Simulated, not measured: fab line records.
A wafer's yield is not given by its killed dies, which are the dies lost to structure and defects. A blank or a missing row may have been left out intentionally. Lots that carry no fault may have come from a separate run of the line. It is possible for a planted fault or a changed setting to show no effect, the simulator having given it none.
8D (eight disciplines) problem report, filled in by code | flow n5-finfet | the parts of the form that need people (team, actions taken, sign-off) are left out

## 1. THE PROBLEM
thk-nm at N5_BEOL_M0_SAQP_THK_MEAS_05 reads a mean of 77.1 nm on 3 wafers of 3 lots; wafers without a fault read 59.9 nm with a standard deviation of 0.79. That puts it +22 standard deviations away from the usual mean.
First observed at day 9 17:44: wafer L855.6, on film-metro-01. The record has a number at this step for 22 wafers belonging to 9 lots. By rule, "out" or "out of limits" means more than 4 standard deviations away from the usual mean. The rest of the wafers with a number are treated as sound.

## 2. WHAT IT IS; WHAT IT IS NOT
question                    | is                           | is not
which readings at this step | thk-nm                       | -
which lots                  | L855, L856, L858             | L838, L839, L846, L849, L850, L861
which wafers of those lots  | L855.6, L856.5, L858.6       | L855.3, L856.1, L858.3
read on which gauges        | film-metro-01, film-metro-02 | -
when                        | from day 9 17:44             | up to then (14 sound wafers); but 5 sound wafers of L856, L858, L861 came after

## 3. WHAT RULES OUT EACH SUSPECT
Counting: if a tool at a process step up to the reading ran every lot that is out, it stays a suspect. Sound lots after the first of them don't rule it out here, since some wafers of a struck lot are sound.
- the gauge at N5_BEOL_M0_SAQP_THK_MEAS_05 is ruled out. 2 gauges (film-metro-01, film-metro-02) read the wafers that are out.
- pecvd-04 at N5_BEOL_M0_SAQP_PECVD_03 (deposits SiCN from 3MS/NH3, target thk 12 nm, time 21.1 s): kept. Every lot that is out went through it, the first being L855 (day 9 17:31); the last sound lot it ran before that was L850 (day 8 15:12).
- pecvd-04 at N5_BEOL_M0_SAQP_PECVD_04 (deposits a-Si from SiH4/He, target thk 60 nm, time 60.2 s): kept. Every lot that is out went through it, the first being L855 (day 9 17:38); the last sound lot it ran before that was L850 (day 8 15:19).
- Within pecvd-04 at N5_BEOL_M0_SAQP_PECVD_03: the wafers that are out ran in chambers 1, 2; their sound lot-mates ran in chamber 0.
- Within pecvd-04 at N5_BEOL_M0_SAQP_PECVD_04: the wafers that are out ran in chambers 1, 2; their sound lot-mates ran in chamber 0.
Left after counting: pecvd-04 at N5_BEOL_M0_SAQP_PECVD_03, pecvd-04 at N5_BEOL_M0_SAQP_PECVD_04.

## 4. THE CAUSE (what the simulator had put in)
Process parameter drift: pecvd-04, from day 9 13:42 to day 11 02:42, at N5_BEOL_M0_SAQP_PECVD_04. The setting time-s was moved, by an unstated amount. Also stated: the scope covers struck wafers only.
After counting, 2 suspects remain, this tool included.

## 5. THE EFFECT CHAIN, in route order
Each row: a reading whose mean over the struck wafers that have a number lies more than 3 standard deviations from the usual. Readings are gone through only where the record gives a usual standard deviation; hours: the median, over the lots, of the time from a lot's start at the first step in this table giving one to that lot's start at this step; sigmas: the change measured in usual standard deviations.
hours | step                            | reading        | usual      | on struck wafers | change | sigmas
0     | N5_BEOL_M0_SAQP_THK_MEAS_05     | thk-nm         | 59.9 nm    | 77.1             | +17.2  | +22
1     | N5_BEOL_M0_SAQP_MANDREL_ETCH_20 | oes-product-au | 0.769 a.u. | 0.902            | +0.133 | +8.9
The process steps in it:
- N5_BEOL_M0_SAQP_MANDREL_ETCH_20: etches a-Si in HBr/Cl2, stops on SiNx, target depth 60 nm, bt time 10 s, time 30 s.
Later measuring or inspecting steps at which every struck wafer that the step has a row for has a number for every such reading, and none has moved that far: N5_BEOL_M0_SAQP_INSPECT_16, N5_BEOL_M4_RC_MEAS_101.

## 6. HOW IT WOULD HAVE BEEN CAUGHT EARLIER
4 hours passed between the start of the fault at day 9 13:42 and the first reading out of limits at a measuring or inspecting step in this record, taken at day 9 17:44.
Tool readings at N5_BEOL_M0_SAQP_PECVD_04 with a usual standard deviation given in the record: none out on any struck wafer, hence no alarm at a limit of 4 standard deviations on them.
Among the 3 lots that are out, L856, L858 began N5_BEOL_M0_SAQP_PECVD_04 on pecvd-04 after day 9 17:44. A hold on the tool at that time would have spared those 2.
